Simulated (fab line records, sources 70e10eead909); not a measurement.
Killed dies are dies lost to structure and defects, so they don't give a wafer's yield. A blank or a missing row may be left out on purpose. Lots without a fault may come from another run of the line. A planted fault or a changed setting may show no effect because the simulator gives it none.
One fault seen from 2 desks | flow nand_harc | each desk has only its own numbers; what lay behind them comes last

THE TOOL OWNER'S DESK: krf_scanner-01
The tool's own readings at NHARC_P_ZERO_WELL_EXPOSE_34 (exposes mask P PWELL, target cd 720 nm): means of the sampled wafers that have a number, for each lot that ran on this tool. A lot is out of limits, marked OUT, if its mean lies more than 4 standard deviations from the usual mean; the brackets give that distance.
Columns: A = exposure_dose_mJ_cm2 at NHARC_P_ZERO_WELL_EXPOSE_34, usual 22.308
lot  | first seen here | A
L426 | day 5 08:05     | 22.297
L427 | day 5 17:49     | 22.574 (+13) OUT
L431 | day 7 10:04     | 22.590 (+13) OUT
This desk's finding: out of limits on L427, L431; first on L427, day 5 17:49 (exposure_dose_mJ_cm2 at NHARC_P_ZERO_WELL_EXPOSE_34). In limits: L426.

THE METROLOGY DESK
What the gauges read, lot by lot, whatever tool the lot ran on: means of the sampled wafers that have a number. A lot is out of limits, marked OUT, if its mean lies more than 4 standard deviations from the usual mean; the brackets give that distance.
Columns: A = cd_nm at NHARC_P_ZERO_WELL_CD_MEAS_11, usual 498.5 nm; B = trench_depth_nm at NHARC_P_STI_OCD_MEAS_17, usual 297 nm; C = trench_foot_cd_nm at NHARC_P_STI_OCD_MEAS_17, usual 157.5 nm
lot  | first seen here | A     | B   | C
L418 | day 1 21:15     | 498.7 | 302 | 156.9
L419 | day 2 07:16     | 496.6 | 299 | 159.2
L420 | day 2 17:15     | 497.7 | 295 | 158.4
L421 | day 3 03:18     | 497.9 | 297 | 157.9
L422 | day 3 13:08     | 496.5 | 296 | 156.4
L426 | day 5 05:15     | 499.6 | 298 | 158.3
L427 | day 5 15:14     | 499.6 | 297 | 156.5
L428 | day 6 01:15     | 497.4 | 303 | 159.2
L431 | day 7 07:14     | 499.6 | 295 | 158.7
L436 | day 9 09:14     | 497.6 | 298 | 159.0
L440 | day 11 01:08    | 498.2 | 296 | 160.3
L441 | day 11 11:15    | 498.7 | 299 | 160.1
This desk's finding: nothing out of limits on any of the 12 lots.

PUT TOGETHER
The tool owner's desk could have raised an alarm at day 5 17:49, on L427, L431.
The metrology desk saw nothing out of limits.
The metrology desk has L427, L431 on record, within its limits.
Of the lots named, all ran NHARC_P_ZERO_WELL_EXPOSE_34 on krf_scanner-01.

WHAT THE SIMULATOR HAD PUT IN
Process parameter drift: krf_scanner-01, from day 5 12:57 on, at NHARC_P_ZERO_WELL_EXPOSE_34. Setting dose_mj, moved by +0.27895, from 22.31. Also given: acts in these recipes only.
Lots struck among those shown: L427, L431.
Hours from the fault's start to each desk's first reading out of limits: the tool owner's desk, 5.
